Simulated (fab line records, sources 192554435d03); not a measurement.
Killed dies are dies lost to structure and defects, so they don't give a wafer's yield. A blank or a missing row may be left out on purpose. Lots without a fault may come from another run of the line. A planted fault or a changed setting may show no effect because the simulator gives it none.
fab line records | flow n5_finfet
record lots=7 wafers=21
route steps=1938 shown ZERO_LAYER@4 WELL_APT@21 FIN_SAQP@99 DUMMY_GATE@224 SD_EPI_N@268 HKMG_FIN@443
start_h: hours from the record's first day to the start of the lot's first wafer shown | wait_h: hours since the lot's step before | " the same as in the row above | L1.1+2: a row that stands for several wafers | - no value, or no start given | * or withheld: withheld | < > ~ a bound
route shown NAME@n: a module of which the file shows steps, and the number in the route of the first | usual: mean/standard deviation of fault-free wafers | same: alike in all rows | chamber/n: place in a boat | sites: the reading at each site | _std_site: their standard deviation | _edge_site: outer sites' mean less inner sites' | radius_mm: how far each site lies from the wafer's centre | mask NAME#n: copy n | behind: the tool/chamber that last shaped the wafer | hold: why the lot was held/for how many hours/how that ended | device: the transistor (n, p or np) that didn't switch | end of line: the same wafers' tests at the end of the route | a step without rows: its recipe alone | killed: dies lost to structure and defects at the first sort, not the wafer's yield | map: a wafer's dies, x killed, . not, _ none there
set.NAME: the setting as run; set.NAME@STEP: as run at that earlier step | model.NAME: the simulator's own value behind a step, which no gauge read
lots whose settings were changed on purpose; a table a step, a row a wafer
## steps
# step N5_ZERO_LAYER_PECVD_02
# recipe material=SiO2 target_thk_a=100 temp_c=400 precursor=SiH4/N2O pressure_torr=0.75 rf_w=275 time_s=6
# columns lot.wafer tool chamber start_h wait_h set.time_s model.SiO2_of_ZERO_LAYER_PECVD_02.thk_nm
L074.1 pecvd-03 2 12.28 0.0 6 10.12
L074.2 " 0 " " 5.141 8.376
L074.5 " 0 " " 5.141 8.502
L075.1 pecvd-04 0 18.28 0.0 6 9.75
L075.4 " 1 " " 5.775 9.429
L075.6 " 2 " " 5.775 9.441
L079.1 pecvd-02 1 42.30 0.0 5.581 8.984
L079.4 " 2 " " 6 9.671
L079.5 " 1 " " 5.581 9.154
L081.1 pecvd-02 1 54.28 0.0 6 9.534
L081.3 " 0 " " 6 9.471
L081.5 " 0 " " 6.633 10.7
L085.1 pecvd-03 2 78.28 0.0 6 9.942
L085.4 " 0 " " 6 9.951
L085.6 " 2 " " 6 10.01
L086.1 pecvd-02 1 84.28 0.0 6.536 10.74
L086.4 " 2 " " 6.536 10.87
L086.6 " 0 " " 6 9.695
L092.1 pecvd-04 1 120.28 0.0 6 9.67
L092.3 " 2 " " 6 9.498
L092.5 " 1 " " 5.644 9.324
# step N5_ZERO_LAYER_COAT_05
# recipe spin_rpm=1500 resist_thk_nm=1000
# columns lot.wafer tool chamber start_h wait_h set.spin_rpm model.coat_of_ZERO_LAYER_COAT_05.thk_nm
L074.1 litho_track-04 0 - - 1500 995.8
L074.2 " 0 " " 1500 994.1
L074.5 " 0 " " 1500 996.2
L075.1 litho_track-05 0 - - 1448 1015
L075.4 " 0 " " 1500 995.9
L075.6 " 0 " " 1500 992.6
L079.1 litho_track-04 0 - - 1500 994.1
L079.4 " 0 " " 1418 1027
L079.5 " 0 " " 1418 1026
L081.1 litho_track-04 0 - - 1500 999.8
L081.3 " 0 " " 1500 1002
L081.5 " 0 " " 1500 997.8
L085.1 litho_track-03 0 - - 1500 1006
L085.4 " 0 " " 1500 1003
L085.6 " 0 " " 1500 1004
L086.1 litho_track-03 0 - - 1500 1001
L086.4 " 0 " " 1500 1002
L086.6 " 0 " " 1500 1004
L092.1 litho_track-03 0 - - 1500 1002
L092.3 " 0 " " 1500 997.6
L092.5 " 0 " " 1500 998.6
# step N5_ZERO_LAYER_PEB_09
# recipe peb_temp_c=withheld peb_time_s=*
# columns lot.wafer tool chamber start_h wait_h set.peb_time_s
L074.1+5 litho_track-05 0 12.52 0.1 *
L074.2 " 0 " " *
L075.1+4 litho_track-03 0 18.65 0.1 *
L075.6 " 0 " " *
L079.1+4 litho_track-03 0 42.54 0.1 *
L079.5 " 0 " " *
L081.1+3 litho_track-03 0 54.65 0.1 *
L081.5 " 0 " " *
L085.1+4+6 litho_track-04 0 78.65 0.1 *
L086.1 litho_track-03 0 84.52 0.1 *
L086.4+6 " 0 " " *
L092.1+5 litho_track-04 0 120.65 0.1 *
L092.3 " 0 " " *
# step N5_ZERO_LAYER_DEVELOP_10
# recipe develop_time_s=60 rinse_liquid=diw dry=air_spin dev_temp_c=21
# step N5_ZERO_LAYER_HARDBAKE_23
# recipe temp_c=130 time_s=120
# step N5_ZERO_LAYER_DESCUM_16
# recipe chemistry=O2 time_s=7.9 source_power_w=50 bias_power_w=20 pressure_mtorr=20 rf_frequency_hz=2.712e+07 temp_c=40 o2_flow_sccm=225
# step N5_ZERO_LAYER_ETCH_17
# recipe chemistry=CF4 target=SiO2 target_depth_a=120 time_s=13.3 ion_energy_ev=350 pressure_mtorr=40 source_w=450 bias_w=215 Ar_flow_sccm=100 cf4_flow_sccm=100
# step N5_ZERO_LAYER_ETCH_18
# recipe chemistry=HBr/Cl2 target=Si target_depth_a=1200 time_s=40 pressure_mtorr=10 icp_w=800 bias_w=75 HBr_flow_sccm=150 Cl2_flow_sccm=80
# columns lot.wafer tool chamber start_h wait_h set.spin_rpm@ZERO_LAYER_COAT_05 model.coat_of_ZERO_LAYER_COAT_05.thk_nm
L074.1 rie_si-02 3 12.79 0.0 1500 926.5
L074.2 " 1 " " 1500 925.3
L074.5 " 1 " " 1500 927.1
L075.1 rie_si-02 1 18.92 0.0 1448 947
L075.4 " 2 " " 1500 922.2
L075.6 " 2 " " 1500 920.9
L079.1 rie_si-01 1 42.80 0.0 1500 924.8
L079.4 " 2 " " 1418 957.3
L079.5 " 1 " " 1418 957
L081.1 rie_si-06 2 54.91 0.0 1500 932.4
L081.3 " 1 " " 1500 931.5
L081.5 " 3 " " 1500 926.8
L085.1 rie_si-06 2 78.91 0.0 1500 937.2
L085.4 " 3 " " 1500 932
L085.6 " 1 " " 1500 933.8
L086.1 rie_si-01 2 84.79 0.0 1500 931.5
L086.4 " 3 " " 1500 932.2
L086.6 " 3 " " 1500 934.7
L092.1 rie_si-01 1 121.74 0.0 1500 932.6
L092.3 " 2 " " 1500 927.2
L092.5 " 0 " " 1500 927.7
# step N5_ZERO_LAYER_STRIP_24
# recipe chemistry=O2 power_w=1000 temp_c=250 overash_fraction=0.3 pressure_mtorr=1000 o2_flow_sccm=6750
# usual strip_time_to_endpoint_s=43.84/0.11
# columns lot.wafer tool chamber start_h wait_h set.spin_rpm@ZERO_LAYER_COAT_05 strip_time_to_endpoint_s
L074.1 plasma_asher-01 0 12.89 0.1 1500 43.73
L074.2 " 1 " " 1500 43.69
L074.5 " 1 " " 1500 43.76
L075.1 plasma_asher-02 0 19.02 0.1 1448 44.35
L075.4 " 0 " " 1500 43.59
L075.6 " 0 " " 1500 43.58
L079.1 plasma_asher-01 0 42.91 0.1 1500 43.68
L079.4 " 0 " " 1418 44.65
L079.5 " 1 " " 1418 44.64
L081.1 plasma_asher-01 1 55.02 0.1 1500 43.90
L081.3 " 0 " " 1500 43.89
L081.5 " 1 " " 1500 43.75
L085.1 plasma_asher-01 0 79.02 0.1 1500 44.05
L085.4 " 0 " " 1500 43.89
L085.6 " 0 " " 1500 43.94
L086.1 plasma_asher-02 1 84.89 0.1 1500 43.90
L086.4 " 1 " " 1500 43.90
L086.6 " 1 " " 1500 43.98
L092.1 plasma_asher-01 0 121.85 0.1 1500 43.90
L092.3 " 1 " " 1500 43.75
L092.5 " 1 " " 1500 43.77
# step N5_WELL_APT_COAT_02
# recipe spin_rpm=1357 resist_thk_nm=950
# columns lot.wafer tool chamber start_h wait_h set.spin_rpm model.coat_of_WELL_APT_COAT_02.thk_nm
L074.1 litho_track-03 0 - - 1480 911
L074.2 " 0 " " 1480 913.5
L074.5 " 0 " " 1357 954.2
L075.1 litho_track-03 0 - - 1357 955
L075.4 " 0 " " 1357 959.4
L075.6 " 0 " " 1357 956.8
L079.1 litho_track-01 0 - - 1357 948
L079.4 " 0 " " 1217 1002
L079.5 " 0 " " 1217 1005
L081.1 litho_track-01 0 - - 1357 954.3
L081.3 " 0 " " 1357 953.3
L081.5 " 0 " " 1357 951.8
L085.1 litho_track-02 0 - - 1357 948.3
L085.4 " 0 " " 1357 946.8
L085.6 " 0 " " 1357 947.5
L086.1 litho_track-01 0 - - 1357 948.9
L086.4 " 0 " " 1357 949.1
L086.6 " 0 " " 1357 949.8
L092.1 litho_track-01 0 - - 1357 952.3
L092.3 " 0 " " 1215 1007
L092.5 " 0 " " 1357 952
# step N5_FIN_SAQP_PECVD_48
# recipe material=SiNx target_thk_a=250 temp_c=400 precursor=SiH4/NH3/N2 pressure_torr=1.5 rf_w=300 time_s=22.1
# columns lot.wafer tool chamber start_h wait_h set.time_s model.SiNx_of_FIN_SAQP_PECVD_48.thk_nm
L074.1 pecvd-03 0 22.70 0.0 22.1 24.76
L074.2 " 1 " " 22.1 24.58
L074.5 " 0 " " 24.24 27.29
L075.1 pecvd-01 0 27.82 0.0 22.1 24.72
L075.4 " 1 " " 22.1 25.5
L075.6 " 1 " " 22.1 25.07
L079.1 pecvd-01 1 51.10 0.0 22.1 24.55
L079.4 " 1 " " 22.1 25.45
L079.5 " 1 " " 19.2 21.72
L081.1 pecvd-01 1 62.99 0.0 24.64 27.82
L081.3 " 0 " " 24.64 27.46
L081.5 " 0 " " 22.1 24.91
L085.1 pecvd-03 2 87.17 0.0 22.1 24.98
L085.4 " 0 " " 22.1 25.82
L085.6 " 2 " " 22.1 25.5
L086.1 pecvd-04 1 94.83 0.0 22.1 25.26
L086.4 " 0 " " 22.1 25.14
L086.6 " 2 " " 22.1 25.52
L092.1 pecvd-04 0 129.65 0.0 22.1 24.57
L092.3 " 2 " " 22.1 25.02
L092.5 " 2 " " 22.1 25.28
# step N5_FIN_SAQP_DEVELOP_15
# recipe develop_time_s=30 developer=TMAH resist=CAR-ArF dev_temp_c=23 rinse_liquid=diw dry=air_spin
# columns lot.wafer tool chamber start_h wait_h set.develop_time_s
L074.1 litho_track-03 0 - - 34.69
L074.2+5 " 0 " " 30
L075.1+4+6 litho_track-05 0 - - 35.49
L079.1+5 litho_track-01 0 - - 30
L079.4 " 0 " " 23.59
L081.1+5 litho_track-05 0 - - 24.51
L081.3 " 0 " " 30
L085.1+4+6 litho_track-05 0 - - 30
L086.1+6 litho_track-05 0 - - 34.53
L086.4 " 0 " " 30
L092.1+5 litho_track-01 0 - - 24.35
L092.3 " 0 " " 30
# step N5_FIN_SAQP_MANDREL1_REMOVE_56
# recipe chemistry=HBr/Cl2/O2 bt_time_s=10 target=a-Si stop_on=SiNx endpoint=OES-SiCl over_etch_frac=1 icp_w=600 bias_w=22 HBr_flow_sccm=150 Cl2_flow_sccm=80 O2_flow_sccm=5 pressure_mtorr=10
# step N5_FIN_SAQP_ETCH_57
# recipe chemistry=CH3F/O2 target=SiNx mask_material=SiO2 target_depth_a=325 time_s=46.4 pressure_mtorr=30 source_w=395 bias_w=73 Ar_flow_sccm=150 CH3F_flow_sccm=30 O2_flow_sccm=20 ion_energy_ev=120 ends=cleared
# usual etch_rf_on_time_s=46.1/1
# columns lot.wafer tool chamber start_h wait_h set.time_s@FIN_SAQP_PECVD_48 etch_rf_on_time_s model.etch.depth_nm
L074.1 rie_diel-01 1 26.42 0.0 22.1 45.0 24.4
L074.2 " 2 " " 22.1 45.0 24.47
L074.5 " 1 " " 24.24 49.4 26.93
L075.1 rie_diel-04 1 30.62 0.0 22.1 45.6 24.64
L075.4 " 3 " " 22.1 46.0 25.5
L075.6 " 0 " " 22.1 45.1 24.96
L079.1 rie_diel-05 2 55.03 0.0 22.1 46.0 24.55
L079.4 " 3 " " 22.1 48.1 25.35
L079.5 " 3 " " 19.2 41.0 21.63
L081.1 rie_diel-04 0 66.09 0.0 24.64 50.8 27.72
L081.3 " 3 " " 24.64 49.7 27.45
L081.5 " 1 " " 22.1 46.5 24.83
L085.1 rie_diel-01 2 90.05 0.0 22.1 45.9 24.91
L085.4 " 0 " " 22.1 47.4 25.7
L085.6 " 3 " " 22.1 47.9 25.5
L086.1 rie_diel-04 0 98.04 0.2 22.1 46.2 25.18
L086.4 " 1 " " 22.1 47.1 25.14
L086.6 " 2 " " 22.1 44.9 25.44
L092.1 rie_diel-05 3 132.56 0.0 22.1 46.6 24.49
L092.3 " 0 " " 22.1 45.9 25
L092.5 " 3 " " 22.1 48.4 25.28
# step N5_DUMMY_GATE_COAT_28
# recipe resist=underlayer temp_c=205 time_s=60 spin_rpm=1500 resist_thk_nm=10
# columns lot.wafer tool chamber start_h wait_h set.spin_rpm model.underlayer_of_DUMMY_GATE_COAT_28.thk_nm
L074.1+5 litho_track-03 0 - - 1646 9.6
L074.2 " 0 " " 1500 10
L075.1+6 litho_track-05 0 - - 1646 9.6
L075.4 " 0 " " 1500 10
L079.1+4+5 litho_track-05 0 - - 1500 10
L081.1 litho_track-03 0 - - 1605 9.8
L081.3 " 0 " " 1605 9.6
L081.5 " 0 " " 1500 10
L085.1+4+6 litho_track-04 0 - - 1500 10
L086.1+4+6 litho_track-04 0 - - 1500 10
L092.1+3+5 litho_track-04 0 - - 1500 10
# step N5_DUMMY_GATE_EXPOSE_12
# recipe mask_id=GATE na=0.33 source_shape=annular sigma_inner=0.2 sigma_outer=0.6 polarization=unpolarized target_cd_nm=25 dose_mj=34
# columns lot.wafer tool chamber start_h wait_h mask set.dose_mj
L074.1 euv_scanner-02 0 47.38 - GATE#0 34
L074.2+5 " 0 " " GATE#0 32.35
L075.1+4 euv_scanner-02 0 58.83 - GATE#0 34
L075.6 " 0 " " GATE#0 33.25
L079.1+5 euv_scanner-01 0 77.70 - GATE#0 35.23
L079.4 " 0 " " GATE#0 34
L081.1+3+5 euv_scanner-01 0 89.04 - GATE#0 34
L085.1+4+6 euv_scanner-02 0 112.35 - GATE#0 34
L086.1+4 euv_scanner-02 0 120.38 - GATE#0 34
L086.6 " 0 " " GATE#0 35.07
L092.1 euv_scanner-02 0 153.65 - GATE#0 36.19
L092.3+5 " 0 " " GATE#0 34
# step N5_DUMMY_GATE_PEB_13
# recipe peb_temp_c=100 peb_time_s=60 resist=CAR-EUV
# step N5_DUMMY_GATE_DEVELOP_14
# recipe develop_time_s=30 developer=TMAH resist=CAR-EUV rinse_liquid=surfactant_rinse dry=air_spin dev_temp_c=23
# step N5_DUMMY_GATE_CD_MEAS_15
# recipe target_cd_nm=25.8 landing_energy_ev=500 detector=se_inlens
# usual cd_nm=24.83/0.23
# columns lot.wafer tool chamber start_h wait_h set.dose_mj@DUMMY_GATE_EXPOSE_12 cd_nm
L074.1 cd_sem-01 0 47.51 - 34 24.76
L074.2 " 0 " " 32.35 25.66
L074.5 " 0 " " 32.35 25.62
L075.1 cd_sem-03 0 58.96 - 34 25.13
L075.4 " 0 " " 34 25.07
L075.6 " 0 " " 33.25 25.41
L079.1 cd_sem-01 0 77.83 - 35.23 23.99
L079.4 " 0 " " 34 25.01
L079.5 " 0 " " 35.23 24.01
L081.1 cd_sem-01 0 89.17 - 34 24.67
L081.3 " 0 " " 34 24.65
L081.5 " 0 " " 34 24.73
L085.1 cd_sem-03 0 112.47 - 34 25.03
L085.4 " 0 " " 34 24.53
L085.6 " 0 " " 34 24.96
L086.1 cd_sem-02 0 120.51 - 34 25.31
L086.4 " 0 " " 34 24.89
L086.6 " 0 " " 35.07 24.46
L092.1 cd_sem-02 0 153.77 - 36.19 23.31
L092.3 " 0 " " 34 24.73
L092.5 " 0 " " 34 24.70
# step N5_SD_EPI_N_PEB_07
# recipe peb_temp_c=110 peb_time_s=60 resist=CAR-ArF-block
# columns lot.wafer tool chamber start_h wait_h set.peb_temp_c
L074.1 litho_track-03 0 49.95 0.1 112.6
L074.2+5 " 0 " " 110
L075.1 litho_track-03 0 62.01 0.1 110
L075.4+6 " 0 " " 111.8
L079.1+4+5 litho_track-02 0 80.18 0.1 110
L081.1 litho_track-02 0 91.84 0.1 108.8
L081.3+5 " 0 " " 110
L085.1+4+6 litho_track-02 0 114.87 0.1 110
L086.1+4+6 litho_track-02 0 123.63 0.1 110
L092.1+5 litho_track-01 0 156.29 0.1 110
L092.3 " 0 " " 112.9
# step N5_SD_EPI_N_DEVELOP_08
# recipe develop_time_s=30 developer=TMAH resist=CAR-ArF-block dev_temp_c=23 rinse_liquid=diw dry=air_spin
# step N5_SD_EPI_N_CD_MEAS_09
# recipe target_cd_nm=120 landing_energy_ev=500 detector=se_inlens
# usual cd_nm=120.0/0.72
# columns lot.wafer tool chamber start_h wait_h set.peb_temp_c@SD_EPI_N_PEB_07 cd_nm
L074.1 cd_sem-03 0 50.02 - 112.6 124.9
L074.2 " 0 " " 110 120.1
L074.5 " 0 " " 110 118.2
L075.1 cd_sem-01 0 62.08 - 110 120.5
L075.4 " 0 " " 111.8 125.6
L075.6 " 0 " " 111.8 124.8
L079.1 cd_sem-02 0 80.25 - 110 120.4
L079.4 " 0 " " 110 119.6
L079.5 " 0 " " 110 120.1
L081.1 cd_sem-03 0 91.91 - 108.8 116.7
L081.3 " 0 " " 110 120.5
L081.5 " 0 " " 110 118.8
L085.1 cd_sem-03 0 114.94 - 110 120.1
L085.4 " 0 " " 110 119.7
L085.6 " 0 " " 110 120.1
L086.1 cd_sem-02 0 123.70 - 110 120.4
L086.4 " 0 " " 110 119.7
L086.6 " 0 " " 110 119.2
L092.1 cd_sem-03 0 156.35 - 110 120.1
L092.3 " 0 " " 112.9 126.8
L092.5 " 0 " " 110 119.9
# step N5_SD_EPI_N_DESCUM_14
# recipe chemistry=O2 time_s=7.9 source_power_w=50 bias_power_w=20 pressure_mtorr=20 rf_frequency_hz=2.712e+07 temp_c=40 resist=CAR-ArF-block o2_flow_sccm=225
# columns lot.wafer tool chamber start_h wait_h set.time_s set.peb_temp_c@SD_EPI_N_PEB_07 model.SD_EPI_N.cd_nm
L074.1 rie_diel-01 0 50.11 0.0 7.9 112.6 125.2
L074.2 " 1 " " 7.9 110 119.8
L074.5 " 1 " " 7.9 110 118.2
L075.1 rie_diel-05 3 62.17 0.0 7.368 110 120.4
L075.4 " 2 " " 7.368 111.8 125.2
L075.6 " 3 " " 7.368 111.8 124.8
L079.1 rie_diel-01 3 80.33 0.0 7.452 110 120.2
L079.4 " 0 " " 7.452 110 119.6
L079.5 " 1 " " 7.9 110 120.2
L081.1 rie_diel-01 3 92.27 0.3 7.9 108.8 116.2
L081.3 " 2 " " 6.349 110 120.2
L081.5 " 1 " " 6.349 110 118.8
L085.1 rie_diel-04 3 115.03 0.0 7.9 110 120.2
L085.4 " 1 " " 7.9 110 -
L085.6 " 0 " " 7.9 110 119.8
L086.1 rie_diel-05 3 123.79 0.0 7.9 110 120.6
L086.4 " 1 " " 7.9 110 119.6
L086.6 " 1 " " 7.9 110 118.8
L092.1+5 rie_diel-01 1,0 156.44 0.0 7.9 110 120.4
L092.3 " 3 " " 6.876 112.9 126.2
# step N5_SD_EPI_N_ETCH_34
# recipe chemistry=CF4 target=SiARC target_depth_a=455 mask_material=CAR-ArF-block time_s=75.8 ion_energy_ev=80 pressure_mtorr=40 source_w=545 bias_w=36 Ar_flow_sccm=100 cf4_flow_sccm=100 ends=cleared
# columns lot.wafer tool chamber start_h wait_h set.peb_temp_c@SD_EPI_N_PEB_07 model.SD_EPI_N.cd_nm
L074.1 rie_diel-01 0 50.14 0.0 112.6 125
L074.2 " 1 " " 110 119.4
L074.5 " 1 " " 110 117.8
L075.1 rie_diel-05 3 62.21 0.0 110 120.6
L075.4+6 " 2,3 " " 111.8 125
L079.1 rie_diel-01 3 80.37 0.0 110 120.4
L079.4 " 0 " " 110 119.6
L079.5 " 1 " " 110 120.2
L081.1 rie_diel-01 3 92.30 0.0 108.8 116.2
L081.3 " 2 " " 110 119.8
L081.5 " 1 " " 110 118.6
L085.1 rie_diel-04 3 115.06 0.0 110 120
L085.4+6 " 1,0 " " 110 119.8
L086.1 rie_diel-05 3 123.82 0.0 110 120.8
L086.4 " 1 " " 110 119.8
L086.6 " 1 " " 110 118.8
L092.1+5 rie_diel-01 1,0 156.48 0.0 110 120.2
L092.3 " 3 " " 112.9 126.4
# step N5_SD_EPI_N_ETCH_35
# recipe chemistry=N2/H2 target=SOC overetch_a=1080 mask_material=SiARC temp_c=40 ion_energy_ev=100 source_w=3000 bias_w=133 pressure_mtorr=20 time_s=486 n2_flow_sccm=200 h2_flow_sccm=200
# columns lot.wafer tool chamber start_h wait_h set.peb_temp_c@SD_EPI_N_PEB_07 model.SD_EPI_N.cd_nm
L074.1 rie_diel-01 0 50.20 0.0 112.6 127
L074.2 " 1 " " 110 119.8
L074.5 " 1 " " 110 118.6
L075.1 rie_diel-05 3 62.26 0.0 110 118.2
L075.4 " 2 " " 111.8 124.4
L075.6 " 3 " " 111.8 123.4
L079.1 rie_diel-01 3 80.42 0.0 110 121.6
L079.4 " 0 " " 110 120.8
L079.5 " 1 " " 110 119.2
L081.1 rie_diel-01 3 92.36 0.0 108.8 118
L081.3 " 2 " " 110 121.6
L081.5 " 1 " " 110 118.4
L085.1 rie_diel-04 3 115.12 0.0 110 123.2
L085.4+6 " 1,0 " " 110 119.2
L086.1 rie_diel-05 3 123.88 0.0 110 120.4
L086.4 " 1 " " 110 116.6
L086.6 " 1 " " 110 117.2
L092.1 rie_diel-01 1 156.53 0.0 110 119
L092.3 " 3 " " 112.9 128.2
L092.5 " 0 " " 110 122.8
# step N5_HKMG_FIN_COAT_85
# recipe resist=SOC temp_c=250 time_s=60 spin_rpm=1500 resist_thk_nm=300
# columns lot.wafer tool chamber start_h wait_h set.spin_rpm model.SOC_of_HKMG_FIN_COAT_85.thk_nm
L074.1 litho_track-01 0 76.32 0.2 1500 300.6
L074.2 " 0 " " 1500 300.2
L074.5 " 0 " " 1500 301
L075.1 litho_track-01 0 88.21 0.2 1500 299.8
L075.4 " 0 " " 1500 300.2
L075.6 " 0 " " 1624 287.8
L079.1 litho_track-04 0 106.90 0.2 1362 315.2
L079.4 " 0 " " 1362 314.8
L079.5 " 0 " " 1362 316
L081.1 litho_track-01 0 118.72 0.2 1663 284.2
L081.3 " 0 " " 1500 299
L081.5 " 0 " " 1500 299.4
L085.1 litho_track-02 0 142.79 0.2 1500 300
L085.4+6 " 0 " " 1500 300.6
L086.1 litho_track-01 0 150.63 0.2 1500 298.8
L086.4 " 0 " " 1500 299.6
L086.6 " 0 " " 1500 299.2
L092.1 litho_track-04 0 183.24 0.2 1500 300
L092.3+5 " 0 " " 1500 299.2
## key
split step=N5_ZERO_LAYER_PECVD_02 setting=time_s stated=6 by=wafer
response step=N5_ZERO_LAYER_PECVD_02 reading=model.SiO2_of_ZERO_LAYER_PECVD_02.thk_nm change=+0.108 per=1% r=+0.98
split step=N5_ZERO_LAYER_COAT_05 setting=spin_rpm stated=1500 by=wafer
response step=N5_ZERO_LAYER_COAT_05 reading=model.coat_of_ZERO_LAYER_COAT_05.thk_nm change=-5.93 per=1% r=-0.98
response step=N5_ZERO_LAYER_ETCH_18 reading=model.coat_of_ZERO_LAYER_COAT_05.thk_nm change=-6.32 per=1% r=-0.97
response step=N5_ZERO_LAYER_STRIP_24 reading=strip_time_to_endpoint_s change=* per=1% r=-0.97
split step=N5_ZERO_LAYER_PEB_09 setting=peb_time_s stated=* by=wafer
response none clear
split step=N5_WELL_APT_COAT_02 setting=spin_rpm stated=1357 by=wafer
response step=N5_WELL_APT_COAT_02 reading=model.coat_of_WELL_APT_COAT_02.thk_nm change=-5.13 per=1% r=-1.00
split step=N5_FIN_SAQP_PECVD_48 setting=time_s stated=22.1 by=wafer
response step=N5_FIN_SAQP_PECVD_48 reading=model.SiNx_of_FIN_SAQP_PECVD_48.thk_nm change=+0.251 per=1% r=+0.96
response step=N5_FIN_SAQP_ETCH_57 reading=etch_rf_on_time_s change=* per=1% r=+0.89
response step=N5_FIN_SAQP_ETCH_57 reading=model.etch.depth_nm change=+0.249 per=1% r=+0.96
split step=N5_FIN_SAQP_DEVELOP_15 setting=develop_time_s stated=30 by=wafer
response none clear
split step=N5_DUMMY_GATE_COAT_28 setting=spin_rpm stated=1500 by=wafer
response step=N5_DUMMY_GATE_COAT_28 reading=model.underlayer_of_DUMMY_GATE_COAT_28.thk_nm change=-0.0415 per=1% r=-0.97
split step=N5_DUMMY_GATE_EXPOSE_12 setting=dose_mj stated=34 by=wafer
response step=N5_DUMMY_GATE_CD_MEAS_15 reading=cd_nm change=-0.211 per=1% r=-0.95
split step=N5_SD_EPI_N_PEB_07 setting=peb_temp_c stated=110 by=wafer
response step=N5_SD_EPI_N_CD_MEAS_09 reading=cd_nm change=+2.58 per=1% r=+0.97
response step=N5_SD_EPI_N_DESCUM_14 reading=model.SD_EPI_N.cd_nm change=+2.5 per=1% r=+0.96
response step=N5_SD_EPI_N_ETCH_34 reading=model.SD_EPI_N.cd_nm change=+2.56 per=1% r=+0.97
response step=N5_SD_EPI_N_ETCH_35 reading=model.SD_EPI_N.cd_nm change=+3 per=1% r=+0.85
split step=N5_SD_EPI_N_DESCUM_14 setting=time_s stated=7.9 by=wafer
response none clear
split step=N5_HKMG_FIN_COAT_85 setting=spin_rpm stated=1500 by=wafer
response step=N5_HKMG_FIN_COAT_85 reading=model.SOC_of_HKMG_FIN_COAT_85.thk_nm change=-1.42 per=1% r=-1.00
